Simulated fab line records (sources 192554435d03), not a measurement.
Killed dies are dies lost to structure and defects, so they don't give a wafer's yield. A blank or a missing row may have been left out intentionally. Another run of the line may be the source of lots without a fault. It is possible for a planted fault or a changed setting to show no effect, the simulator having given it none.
fab line records + flow n5_finfet
[record]
- lots = 6
- wafers = 16
- last_day = 18
route steps=1938 shown BEOL_M15@1808
lots untouched by any fault: they come from a run of this same line in which no faults occurred
start_h: hours from the record's opening day to when the first of the lot's shown wafers began + wait_h: time in hours since the lot's previous step + " the same as in the row above + L1.1+2: a single row standing in for several wafers + - either no value or no given start + * or withheld: withheld + < > ~ a bound
route shown NAME@n: a module of which the file shows steps, and the number in the route of the first + usual: mean/standard deviation taken from wafers without a fault + same: alike in all rows + chamber/n: place in a boat + sites: readings site by site + _std_site: how widely they spread, as a standard deviation + _edge_site: outer sites' mean less inner sites' + radius_mm: for every site, how far away it sits from the centre of the wafer + mask NAME#n: copy n + behind: tool/chamber where the wafer was last shaped + hold: cause of the lot's hold/its duration in hours/its outcome + device: which transistor (n, p or np) failed to switch + end of line: the same wafers' tests at the end of the route + for a step that has no rows: nothing shown but its recipe + killed: not the wafer's yield, but the dies lost to structure and defects at the first sort + map: per-die view of a wafer (x killed, . not killed, _ where there is no die)
set.NAME: the run value of the setting; set.NAME@STEP: its run value at that earlier step + model.NAME: the simulator's own value behind a step, which no gauge read
lots at selected steps of the route; one table per step, one row per wafer
services: from which hour (start_h, from the record's first day; less than 0 if before it) a tool's chamber was out of use, for how many hours, and why
[[steps]]
[step N5_BEOL_M15_ETCH_61]
[recipe]
- chemistry = N2/H2
- target = BARC
- target_depth_a = 890
- overetch_a = 267
- time_s = 67.9
- ion_energy_ev = 200
- pressure_mtorr = 30
- source_w = 840
- bias_w = 150
- n2_flow_sccm = 200
- h2_flow_sccm = 200
[step N5_BEOL_M15_TRENCH_ETCH_34]
[recipe]
- chemistry = C4F8/O2/Ar
- target = SiO2
- target_depth_a = 8729.3
- he_inner_torr = 15
- he_outer_torr = 30
- time_s = 199
- ion_energy_ev = 800
- pressure_mtorr = 20
- source_w = 1905
- bias_w = 2040
- Ar_flow_sccm = 400
- C4F8_flow_sccm = 16
- O2_flow_sccm = 12
[usual]
- drypump_motor_current_A = 5.8/0.48
- oes_ar_750_au = 0.79/0.098
- oes_product_au = 0.79/0.1
- rf_vpp_V = 2227/23
- showerhead_plenum_p_Torr = 3.43/0.11
- throttle_valve_pct = 30.96/0.25
| lot.wafer | tool        | chamber | start_h | wait_h | drypump_motor_current_A | oes_ar_750_au | oes_product_au | rf_hours_counter_h | rf_vpp_V | showerhead_plenum_p_Torr | throttle_valve_pct |
|-----------|-------------|---------|---------|--------|-------------------------|---------------|----------------|--------------------|----------|--------------------------|--------------------|
| L968.2    | rie_diel-02 | 0       | 274.33  | 0.0    | 6.0                     | 0.69          | 0.69           | 242                | 2216     | 3.39                     | 31.31              |
| L968.4    | "           | 2       | "       | "      | 5.6                     | 0.73          | 0.73           | 163                | 2252     | 3.43                     | 30.58              |
| L968.6    | "           | 2       | "       | "      | 5.6                     | 0.74          | 0.72           | -                  | 2251     | 3.43                     | 30.60              |
| L967.1    | rie_diel-04 | 3       | 289.86  | 0.0    | 5.7                     | 0.94          | 0.94           | 19                 | 2253     | 3.65                     | 31.04              |
| L967.2    | "           | 0       | "       | "      | 6.1                     | 0.71          | 0.70           | 215                | 2222     | 3.42                     | 31.09              |
| L967.4    | "           | 2       | "       | "      | 5.5                     | 0.73          | 0.74           | 201                | 2243     | 3.54                     | 30.90              |
| L972.3    | rie_diel-05 | 0       | 325.41  | 0.0    | 5.4                     | 0.67          | 0.66           | 256                | 2236     | 3.37                     | 30.93              |
| L972.4    | "           | 0       | "       | "      | 5.4                     | 0.66          | 0.66           | -                  | 2235     | 3.37                     | 30.93              |
| L972.6    | "           | 3       | "       | "      | 5.6                     | 0.69          | 0.69           | -                  | 2246     | 3.39                     | 31.36              |
| L978.2    | rie_diel-05 | 2       | 354.87  | 0.0    | 5.5                     | 0.84          | 0.85           | 46                 | 2200     | 3.35                     | 30.59              |
| L978.5    | "           | 0       | "       | "      | 5.4                     | 0.95          | 0.97           | -                  | 2234     | 3.37                     | 30.73              |
| L978.6    | "           | 2       | "       | "      | 5.5                     | 0.84          | 0.86           | -                  | 2200     | 3.35                     | 30.63              |
| L986.2    | rie_diel-04 | 3       | 395.10  | 0.0    | 5.7                     | 0.88          | 0.88           | 51                 | 2254     | 3.63                     | 31.09              |
| L986.4    | "           | 0       | "       | "      | 6.1                     | 0.68          | 0.67           | 246                | 2220     | 3.40                     | 31.10              |
| L989.3    | rie_diel-04 | 1       | 422.22  | 0.0    | 6.6                     | 0.71          | 0.71           | 236                | 2178     | 3.26                     | 31.14              |
| L989.5    | "           | 0       | "       | "      | 6.1                     | 1.00          | 1.01           | -                  | 2222     | 3.40                     | 30.89              |
[step N5_BEOL_M15_STRIP_36]
[recipe]
- chemistry = O2
- power_w = 600
- temp_c = 60
- pressure_mtorr = 30
- rf_frequency_hz = 6e+07
- bias_power_w = 0
- overash_fraction = 0.3
- o2_flow_sccm = 225
[usual]
- drypump_motor_current_A = 5.7/0.51
- oes_product_au = 0.78/0.11
- rf_vpp_V = 3.6/0.91
- showerhead_plenum_p_Torr = 2.10/0.07
- throttle_valve_pct = 16.75/0.25
[same]
- overash_fraction = 0.3
| lot.wafer | tool        | chamber | start_h | wait_h | drypump_motor_current_A | oes_product_au | rf_hours_counter_h | rf_vpp_V | showerhead_plenum_p_Torr | throttle_valve_pct |
|-----------|-------------|---------|---------|--------|-------------------------|----------------|--------------------|----------|--------------------------|--------------------|
| L968.2    | rie_diel-02 | 2       | 275.26  | 0.7    | 5.6                     | 0.74           | 164                | 3.3      | 2.10                     | 16.56              |
| L968.4    | "           | 0       | "       | "      | 6.0                     | 0.69           | 242                | 4.6      | 2.06                     | 17.10              |
| L968.6    | "           | 2       | "       | "      | 5.6                     | 0.73           | -                  | 3.3      | 2.10                     | 16.56              |
| L967.1    | rie_diel-04 | 3       | 290.42  | 0.4    | 5.6                     | 0.94           | 19                 | 5.5      | 2.23                     | 16.65              |
| L967.2    | "           | 0       | "       | "      | 6.1                     | 0.70           | 215                | 4.4      | 2.08                     | 16.88              |
| L967.4    | "           | 1       | "       | "      | 6.5                     | 0.74           | 196                | 3.4      | 2.00                     | 16.91              |
| L972.3    | rie_diel-04 | 1       | 327.84  | 2.2    | 6.6                     | 0.74           | 207                | 3.3      | 1.99                     | 16.89              |
| L972.4    | "           | 0       | "       | "      | 6.1                     | 0.69           | 226                | 3.0      | 2.07                     | 16.94              |
| L972.6    | "           | 3       | "       | "      | 5.7                     | 0.93           | -                  | 3.2      | 2.23                     | 16.68              |
| L978.2    | rie_diel-02 | 1       | 355.34  | 0.3    | 5.9                     | 0.86           | 64                 | 4.2      | 2.21                     | 16.30              |
| L978.5    | "           | 2       | "       | "      | 5.6                     | 0.71           | -                  | 3.2      | 2.09                     | 16.62              |
| L978.6    | "           | 3       | "       | "      | 4.7                     | 0.69           | -                  | 4.8      | 2.07                     | 17.01              |
| L986.2    | rie_diel-04 | 2       | 395.54  | 0.3    | 5.5                     | 0.71           | 233                | 3.5      | 2.16                     | 16.89              |
| L986.4    | "           | 0       | "       | "      | 6.1                     | 0.68           | 246                | 5.3      | 2.07                     | 16.97              |
| L989.3    | rie_diel-02 | 1       | 424.07  | 1.7    | 5.9                     | 0.83           | 88                 | 3.1      | 2.20                     | 16.37              |
| L989.5    | "           | 3       | "       | "      | 4.7                     | 0.96           | -                  | 4.0      | 2.07                     | 16.60              |
[step N5_BEOL_M15_STRIP_62]
[recipe]
- chemistry = O2
- power_w = 600
- temp_c = 60
- pressure_mtorr = 30
- rf_frequency_hz = 6e+07
- bias_power_w = 0
- overash_fraction = 0.3
- o2_flow_sccm = 225
[step N5_BEOL_M15_STRIP_37]
[recipe]
- chemistry = O2
- power_w = 600
- temp_c = 60
- pressure_mtorr = 30
- rf_frequency_hz = 6e+07
- bias_power_w = 0
- overash_fraction = 0.3
- o2_flow_sccm = 225
[step N5_BEOL_M15_ETCH_38]
[recipe]
- chemistry = CF4/N2
- target = SiCN
- target_depth_a = 1064
- taper_deg = 2
- time_s = 120.5
- ion_energy_ev = 150
- mask_material = SiO2
- pressure_mtorr = 40
- source_w = 430
- bias_w = 70
- Ar_flow_sccm = 100
- cf4_flow_sccm = 60
- n2_flow_sccm = 60
[step N5_BEOL_M15_PRECLEAN_39]
[recipe]
- chemistry = residue_remover
- time_s = 60
- temp_c = 40
[step N5_BEOL_M15_SRD_40]
[recipe]
- time_s = 30
- temp_c = 23
- rinse_liquid = diw
- dry = n2_spin
- spin_rpm = 1500
- dry_time_s = 30
[step N5_BEOL_M15_DEGAS_41]
[recipe]
- ambient = vacuum
- temp_c = 300
- time_s = 60
[step N5_BEOL_M15_PRE_CLEAN_42]
[recipe]
- gas = H2/He
- time_s = 30
- temp_c = 300
[step N5_BEOL_M15_SPUTTER_43]
[recipe]
- material = TaN
- target_thk_a = 150
- temp_c = 50
- bias_v = 168.6
- power_w = 15000
- chamber_pressure_pa = 0.12
- time_s = 24.19
[usual]
- cathode_dc_power_W = 15000/2.9
- throttle_valve_pct = 29.5/0.78
| lot.wafer | tool           | chamber | start_h | wait_h | cathode_dc_power_W | throttle_valve_pct |
|-----------|----------------|---------|---------|--------|--------------------|--------------------|
| L968.2    | pvd_sputter-03 | -       | 276.05  | 0.0    | 15000              | 29.5               |
| L968.4    | "              | -       | "       | "      | 14996              | 28.6               |
| L968.6    | "              | -       | "       | "      | 14997              | 30.7               |
| L967.1    | pvd_sputter-02 | -       | 291.13  | 0.0    | 15004              | 29.6               |
| L967.2    | "              | -       | "       | "      | 14993              | 28.2               |
| L967.4    | "              | -       | "       | "      | 14997              | 30.2               |
| L972.3    | pvd_sputter-03 | -       | 328.58  | 0.0    | 15002              | 28.7               |
| L972.4    | "              | -       | "       | "      | 14998              | 29.6               |
| L972.6    | "              | -       | "       | "      | 15000              | 29.2               |
| L978.2    | pvd_sputter-02 | -       | 355.81  | 0.0    | 15000              | 29.8               |
| L978.5    | "              | -       | "       | "      | 15000              | 30.3               |
| L978.6    | "              | -       | "       | "      | 14996              | 29.8               |
| L986.2    | pvd_sputter-02 | -       | 396.40  | 0.0    | 15000              | 29.8               |
| L986.4    | "              | -       | "       | "      | 14998              | 30.3               |
| L989.3    | pvd_sputter-02 | -       | 424.66  | 0.0    | 15001              | 29.7               |
| L989.5    | "              | -       | "       | "      | 14999              | 30.5               |
[step N5_BEOL_M15_SPUTTER_44]
[recipe]
- material = Ta
- target_thk_a = 150
- temp_c = 50
- bias_v = 80
- power_w = 15000
- chamber_pressure_pa = 0.07
- time_s = 24.19
[usual]
- cathode_dc_power_W = 15000/2.8
- throttle_valve_pct = 29.5/0.78
| lot.wafer | tool           | chamber | start_h | wait_h | cathode_dc_power_W | throttle_valve_pct | model.Ta_of_BEOL_M15_SPUTTER_44.thk_nm |
|-----------|----------------|---------|---------|--------|--------------------|--------------------|----------------------------------------|
| L968.2    | pvd_sputter-03 | -       | 276.13  | 0.0    | 15004              | 29.1               | 15                                     |
| L968.4    | "              | -       | "       | "      | 14998              | 28.8               | 15                                     |
| L968.6    | "              | -       | "       | "      | 15002              | 30.1               | 14.8                                   |
| L967.1    | pvd_sputter-02 | -       | 291.21  | 0.0    | 14996              | 29.6               | 15                                     |
| L967.2    | "              | -       | "       | "      | 14999              | 28.0               | 15                                     |
| L967.4    | "              | -       | "       | "      | 14997              | 30.5               | 14.8                                   |
| L972.3    | pvd_sputter-03 | -       | 328.66  | 0.0    | 14997              | 28.9               | 14.6                                   |
| L972.4    | "              | -       | "       | "      | 14998              | 29.7               | 14.8                                   |
| L972.6    | "              | -       | "       | "      | 14999              | 29.2               | 14.6                                   |
| L978.2    | pvd_sputter-02 | -       | 355.89  | 0.0    | 15005              | 29.6               | 15.2                                   |
| L978.5    | "              | -       | "       | "      | 15002              | 30.2               | 15.2                                   |
| L978.6    | "              | -       | "       | "      | 14997              | 29.8               | 15.2                                   |
| L986.2    | pvd_sputter-02 | -       | 396.48  | 0.0    | 15000              | 29.7               | 15.4                                   |
| L986.4    | "              | -       | "       | "      | 15002              | 30.4               | 6.4                                    |
| L989.3    | pvd_sputter-02 | -       | 424.74  | 0.0    | 14997              | 29.5               | 15                                     |
| L989.5    | "              | -       | "       | "      | 15002              | 30.2               | 6.2                                    |
[step N5_BEOL_M15_SPUTTER_45]
[recipe]
- material = Cu
- target_thk_a = 1000
- temp_c = -20
- bias_v = 60
- power_w = 26000
- chamber_pressure_pa = 0.13
- time_s = 16.67
[usual]
- cathode_dc_power_W = 26001/4.6
- throttle_valve_pct = 29.5/0.79
| lot.wafer | tool           | chamber | start_h | wait_h | cathode_dc_power_W | throttle_valve_pct |
|-----------|----------------|---------|---------|--------|--------------------|--------------------|
| L968.2    | pvd_sputter-03 | -       | 276.21  | 0.0    | 26005              | 29.3               |
| L968.4    | "              | -       | "       | "      | 26003              | 28.5               |
| L968.6    | "              | -       | "       | "      | 26000              | 29.9               |
| L967.1    | pvd_sputter-02 | -       | 291.29  | 0.0    | 26008              | 29.6               |
| L967.2    | "              | -       | "       | "      | 26007              | 27.8               |
| L967.4    | "              | -       | "       | "      | 26006              | 30.5               |
| L972.3    | pvd_sputter-03 | -       | 328.74  | 0.0    | 26002              | 28.3               |
| L972.4    | "              | -       | "       | "      | 26000              | 30.2               |
| L972.6    | "              | -       | "       | "      | 25998              | 29.1               |
| L978.2    | pvd_sputter-02 | -       | 355.97  | 0.0    | 26003              | 29.8               |
| L978.5    | "              | -       | "       | "      | 26000              | 30.2               |
| L978.6    | "              | -       | "       | "      | 26001              | 29.5               |
| L986.2    | pvd_sputter-02 | -       | 396.56  | 0.0    | 26001              | 29.6               |
| L986.4    | "              | -       | "       | "      | 25997              | 30.4               |
| L989.3    | pvd_sputter-02 | -       | 424.82  | 0.0    | 26000              | 29.8               |
| L989.5    | "              | -       | "       | "      | 26005              | 30.3               |
[step N5_BEOL_M15_ECD_47]
[recipe]
- material = Cu
- target_thk_a = 18600
[step N5_BEOL_M15_ANNEAL_48]
[recipe]
- temp_c = 225
- time_s = 90
- ambient = N2
[usual]
- wafer_temp_C_max = 226.05/0.28
| lot.wafer | tool          | chamber | start_h | wait_h | wafer_temp_C_max |
|-----------|---------------|---------|---------|--------|------------------|
| L968.2    | rtp_anneal-01 | 0       | 277.19  | 0.8    | 225.89           |
| L968.4    | "             | 0       | "       | "      | 225.86           |
| L968.6    | "             | 0       | "       | "      | 226.03           |
| L967.1    | rtp_anneal-01 | 0       | 292.45  | 1.0    | 226.04           |
| L967.2    | "             | 0       | "       | "      | 226.02           |
| L967.4    | "             | 0       | "       | "      | 225.68           |
| L972.3    | rtp_anneal-02 | 0       | 329.23  | 0.2    | 226.02           |
| L972.4    | "             | 0       | "       | "      | 226.21           |
| L972.6    | "             | 0       | "       | "      | 226.63           |
| L978.2    | rtp_anneal-01 | 0       | 356.70  | 0.5    | 225.56           |
| L978.5    | "             | 0       | "       | "      | 225.84           |
| L978.6    | "             | 0       | "       | "      | 225.75           |
| L986.2    | rtp_anneal-02 | 0       | 397.03  | 0.3    | 226.36           |
| L986.4    | "             | 0       | "       | "      | 226.13           |
| L989.3    | rtp_anneal-01 | 0       | 425.27  | 0.2    | 226.01           |
| L989.5    | "             | 0       | "       | "      | 226.01           |
[step N5_BEOL_M15_CMP_49]
[recipe]
- stop_on = SiO2
- t_overpolish_s = 4.9
- down_force_psi = 2
- platen_rpm = 80
- clearing_platen_down_force_psi = 2
- clearing_platen_rpm = 80
- post_cmp_clean = cu_alkaline
- target_thk_nm = 850
- clearing_platen_pad_velocity_m_s = 1.5917
- pad_velocity_m_s = 1.5917
[usual]
- barrier_field_endpoint_s = 11.40/0.28
- motor_current_A = 7.9/1.3
| lot.wafer | tool   | chamber | start_h | wait_h | barrier_field_endpoint_s | motor_current_A |
|-----------|--------|---------|---------|--------|--------------------------|-----------------|
| L968.4    | cmp-03 | 0       | 277.44  | 0.1    | 11.26                    | 6.1             |
| L968.2    | "      | 2       | "       | "      | 11.43                    | 6.2             |
| L968.6    | "      | 1       | "       | "      | 11.29                    | 8.9             |
| L967.1    | cmp-04 | 0       | 292.75  | 0.3    | 11.99                    | 8.9             |
| L967.4    | "      | 1       | "       | "      | 11.93                    | 7.2             |
| L967.2    | "      | 2       | "       | "      | 11.60                    | 7.3             |
| L972.3    | cmp-02 | 3       | 329.51  | 0.2    | 11.09                    | 7.5             |
| L972.4    | "      | 0       | "       | "      | 11.09                    | 7.1             |
| L972.6    | "      | 2       | "       | "      | 10.95                    | 8.6             |
| L978.2    | cmp-02 | 0       | 357.06  | 0.3    | 11.13                    | 7.0             |
| L978.6    | "      | 1       | "       | "      | 11.26                    | 9.5             |
| L978.5    | "      | 2       | "       | "      | 10.90                    | 9.0             |
| L986.2    | cmp-03 | 2       | 397.28  | 0.2    | 11.71                    | 6.4             |
| L986.4    | "      | 3       | "       | "      | 8.14                     | 9.7             |
| L989.3    | cmp-03 | 0       | 425.57  | 0.3    | 11.34                    | 6.0             |
| L989.5    | "      | 2       | "       | "      | 8.42                     | 6.7             |
[step N5_BEOL_M15_THK_MEAS_50]
[recipe]
- thk_meas_gauge = xrf
- reads = Cu_of_BEOL_M15_ECD_47
[usual]
- M15_THK = 855/14
| lot.wafer | tool          | chamber | start_h | wait_h | M15_THK[nm] |
|-----------|---------------|---------|---------|--------|-------------|
| L968.2    | film_metro-02 | -       | 277.74  | -      | 834         |
| L968.4    | "             | -       | "       | "      | 836         |
| L968.6    | "             | -       | "       | "      | 839         |
| L967.1    | film_metro-02 | -       | 293.04  | -      | 852         |
| L967.2    | "             | -       | "       | "      | 844         |
| L967.4    | "             | -       | "       | "      | 847         |
| L972.3    | film_metro-02 | -       | 329.73  | -      | 830         |
| L972.4    | "             | -       | "       | "      | 829         |
| L972.6    | "             | -       | "       | "      | 818         |
| L978.2    | film_metro-01 | -       | 357.24  | -      | 873         |
| L978.5    | "             | -       | "       | "      | 878         |
| L978.6    | "             | -       | "       | "      | 871         |
| L986.2    | film_metro-02 | -       | 397.57  | -      | 863         |
| L986.4    | "             | -       | "       | "      | 851         |
| L989.3    | film_metro-01 | -       | 425.79  | -      | 856         |
| L989.5    | "             | -       | "       | "      | 895         |
[[services]]
| tool        | chamber | start_h | hours | kind                          |
|-------------|---------|---------|-------|-------------------------------|
| cmp-02      | -       | 255.96  | 2.2   | repair                        |
| cmp-03      | -       | 256.25  | 2.7   | repair                        |
| rie_diel-02 | 3       | 267.45  | 4.0   | repair                        |
| cmp-02      | -       | 271.97  | 4.0   | pm                            |
| rie_diel-02 | -       | 275.75  | 2.8   | pm                            |
| rie_diel-02 | 0       | 303.00  | -     | clean                         |
| rie_diel-02 | 0       | 303.00  | -     | consumable_replace:focus_ring |
| rie_diel-02 | 0       | 303.00  | 19.1  | scheduled_down                |
| rie_diel-02 | 0       | 303.00  | 19.1  | vent_cycle                    |
| cmp-03      | -       | 309.49  | 1.3   | repair                        |
| cmp-02      | -       | 357.88  | 1.3   | repair                        |
| cmp-04      | -       | 382.06  | 1.2   | repair                        |
| cmp-04      | -       | 396.11  | 1.5   | repair                        |
| rie_diel-02 | 3       | 398.43  | 8.6   | repair                        |
| cmp-04      | -       | 402.17  | 6.0   | pm                            |
| rie_diel-04 | 0       | 404.99  | -     | clean                         |
| rie_diel-04 | 0       | 404.99  | -     | consumable_replace:focus_ring |
| rie_diel-04 | 0       | 404.99  | 14.4  | scheduled_down                |
| rie_diel-04 | 0       | 404.99  | 14.4  | vent_cycle                    |
| cmp-03      | -       | 405.07  | 4.0   | pm                            |
| cmp-02      | -       | 408.29  | 3.6   | pm                            |
| cmp-02      | -       | 412.21  | 4.8   | pm                            |
| cmp-04      | -       | 413.89  | 1.0   | repair                        |
| rie_diel-02 | 2       | 422.69  | 3.9   | repair                        |
[[key]]
[first_sign]
- step = N5_BEOL_M15_CMP_49
- reading = barrier_field_endpoint_s
- direction = down
- sigmas = 11
- usual = 11.40
- struck = 8.28
effect none on later readings
[model_effect]
- step = N5_BEOL_M15_SPUTTER_44
- value = Ta_of_BEOL_M15_SPUTTER_44.thk_nm
- without = 15.1
- struck = 6.3
met_at N5_BEOL_M15_SPUTTER_44
struck_wafers L986.4,L989.5
onset_between 355.89 396.48
[fault]
- kind = process_parameter_drift
- tool = pvd_sputter-02
- chamber = -
- onset_h = 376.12
- steps = N5_BEOL_M15_SPUTTER_44
- channel = time_s
- offset = *
- shape = step
- end_h = 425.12
- scope = struck_wafers_only
- acts_in = *
- stated = *
